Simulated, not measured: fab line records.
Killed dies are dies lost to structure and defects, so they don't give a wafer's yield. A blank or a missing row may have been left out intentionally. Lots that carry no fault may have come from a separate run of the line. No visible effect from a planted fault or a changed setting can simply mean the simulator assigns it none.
Chamber matching + flow n5 finfet + N5_BEOL_M4_ETCH_77 on rie diel-04 has 4 sister chambers
The step etches underlayer in N2/H2, target depth 6.5 nm, time 5.2 s. 24 wafers are shown with their chamber, then 12 later ones without.

## WAFERS WITH THEIR CHAMBER
| wafer  | chamber | throttle valve pct (%) | oes product au (a.u.) | drypump motor current A (A) |
|--------|---------|------------------------|-----------------------|-----------------------------|
| L076.1 | 1       | 18.03                  | 0.70                  | 5.5                         |
| L076.2 | 2       | 17.58                  | 0.69                  | 5.9                         |
| L076.4 | 2       | 17.58                  | 0.69                  | 5.9                         |
| L080.2 | 1       | 18.02                  | 0.70                  | 5.5                         |
| L080.5 | 1       | 18.02                  | 0.68                  | 5.6                         |
| L080.6 | 2       | 17.62                  | 0.66                  | 6.0                         |
| L082.2 | 3       | 17.64                  | 0.83                  | 5.6                         |
| L082.4 | 1       | 18.07                  | 0.69                  | 5.5                         |
| L082.5 | 1       | 18.04                  | 0.68                  | 5.5                         |
| L083.1 | 2       | 17.61                  | 0.66                  | 5.9                         |
| L083.4 | 1       | 18.06                  | 0.69                  | 5.6                         |
| L083.5 | 1       | 18.07                  | 0.70                  | 5.5                         |
| L087.1 | 2       | 17.62                  | 0.65                  | 6.0                         |
| L087.5 | 1       | 18.07                  | 0.69                  | 5.6                         |
| L087.6 | 0       | 17.90                  | 0.59                  | 5.3                         |
| L089.1 | 3       | 17.68                  | 0.82                  | 5.6                         |
| L089.4 | 2       | 17.64                  | 0.64                  | 6.0                         |
| L089.5 | 3       | 17.72                  | 0.82                  | 5.6                         |
| L090.2 | 2       | 17.65                  | 0.65                  | 6.0                         |
| L090.3 | 0       | 17.89                  | 0.59                  | 5.4                         |
| L090.5 | 1       | 18.08                  | 0.68                  | 5.6                         |
| L092.2 | 2       | 17.65                  | 0.64                  | 6.0                         |
| L092.4 | 0       | 17.91                  | 0.58                  | 5.3                         |
| L092.5 | 3       | 17.69                  | 0.80                  | 5.6                         |

SIGNATURES (averages over the wafers above)
| reading                 | chamber 0 | chamber 1 | chamber 2 | chamber 3 | scatter within a chamber |
|-------------------------|-----------|-----------|-----------|-----------|--------------------------|
| throttle valve pct      | 17.9000   | 18.0511   | 17.6187   | 17.6825   | 0.0259                   |
| oes product au          | 0.5867    | 0.6900    | 0.6600    | 0.8175    | 0.014                    |
| drypump motor current A | 5.333     | 5.544     | 5.963     | 5.600     | 0.0488                   |
Rule: for a wafer and a chamber, the distance is found by dividing, reading by reading, the gap between the wafer's reading and the chamber's mean by the reading's scatter, squaring, summing and taking the root. The wafer belongs to the nearest chamber; if the next one is less than 2 further off, it can't be placed. The scatter: the root of (the sum of the squares of (reading less its chamber's mean) over the shown wafers, divided by (wafers less chambers)).

## WAFERS WHOSE CHAMBER IS MISSING
| wafer  | throttle valve pct (%) | oes product au (a.u.) | drypump motor current A (A) |
|--------|------------------------|-----------------------|-----------------------------|
| L093.3 | 17.71                  | 0.80                  | 5.6                         |
| L093.5 | 17.94                  | 0.59                  | 5.3                         |
| L093.6 | 17.69                  | 0.79                  | 5.6                         |
| L095.1 | 17.66                  | 0.65                  | 6.0                         |
| L095.4 | 17.93                  | 0.58                  | 5.3                         |
| L095.6 | 18.10                  | 0.67                  | 5.5                         |
| L096.2 | 17.67                  | 0.64                  | 6.0                         |
| L096.4 | 17.92                  | 0.58                  | 5.3                         |
| L096.5 | 17.95                  | 0.58                  | 5.3                         |
| L091.3 | 17.69                  | 0.63                  | 6.0                         |
| L091.4 | 18.14                  | 0.66                  | 5.5                         |
| L091.5 | 17.69                  | 0.63                  | 6.0                         |

## EACH ONE'S CHAMBER
| wafer  | from the rows above | in truth |
|--------|---------------------|----------|
| L093.3 | 3                   | 3        |
| L093.5 | 0                   | 0        |
| L093.6 | 3                   | 3        |
| L095.1 | 2                   | 2        |
| L095.4 | 0                   | 0        |
| L095.6 | 1                   | 1        |
| L096.2 | 2                   | 2        |
| L096.4 | 0                   | 0        |
| L096.5 | 0                   | 0        |
| L091.3 | 2                   | 2        |
| L091.4 | 1                   | 1        |
| L091.5 | 2                   | 2        |
12 of 12 placed correctly. Left unplaced by these rows: 0. Number placed wrongly: 0.
